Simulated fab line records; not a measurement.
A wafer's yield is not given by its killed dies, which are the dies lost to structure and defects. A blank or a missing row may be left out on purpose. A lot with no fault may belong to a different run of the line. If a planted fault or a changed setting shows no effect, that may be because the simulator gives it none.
Matching of chambers	flow n5_finfet	N5_BEOL_M11_ALD_74 on ald_metal-04: 4 sister chambers
The step deposits TaN, target thk 2 nm, pulse time 2 s, purge time 3 s. 4 wafers are shown with their chamber, then 9 later ones without.

== EACH WAFER AND ITS CHAMBER ==
wafer	chamber	heater_power_w (W)
L075.6	0	462
L081.2	1	371
L081.3	2	389
L081.4	3	459

== WAFERS WHOSE CHAMBER IS MISSING ==
wafer	heater_power_w (W)
L085.1	380
L085.4	462
L085.5	457
L092.3	461
L092.5	463
L092.6	373
L097.2	374
L097.3	460
L097.5	383

== THE CHAMBER EACH PASSED THROUGH ==
wafer	from the rows above	in truth
L085.1	can't be placed: 1 or 2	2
L085.4	can't be placed: 0 or 3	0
L085.5	can't be placed: 3 or 0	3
L092.3	can't be placed: 0 or 3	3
L092.5	can't be placed: 0 or 3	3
L092.6	1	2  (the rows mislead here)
L097.2	1	1
L097.3	can't be placed: 3 or 0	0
L097.5	can't be placed: 2 or 1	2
1 of 9 placed correctly. Unplaceable from these rows: 7, with the true chamber sitting among the candidates in 7. Number placed wrongly: 1.
How it was worked out, from the rows above alone: a wafer's distance from a chamber is the root of the sum, over the readings, of the square of ((its reading less the chamber's mean) divided by the reading's scatter). If the next closest chamber is less than 2 further off than the closest, the wafer can't be placed; otherwise it belongs to the closest. A chamber's mean is the mean of its shown wafers. The scatter: with one shown wafer a chamber, the root of the mean of the squares of how far each hidden wafer lies from its nearest shown one.
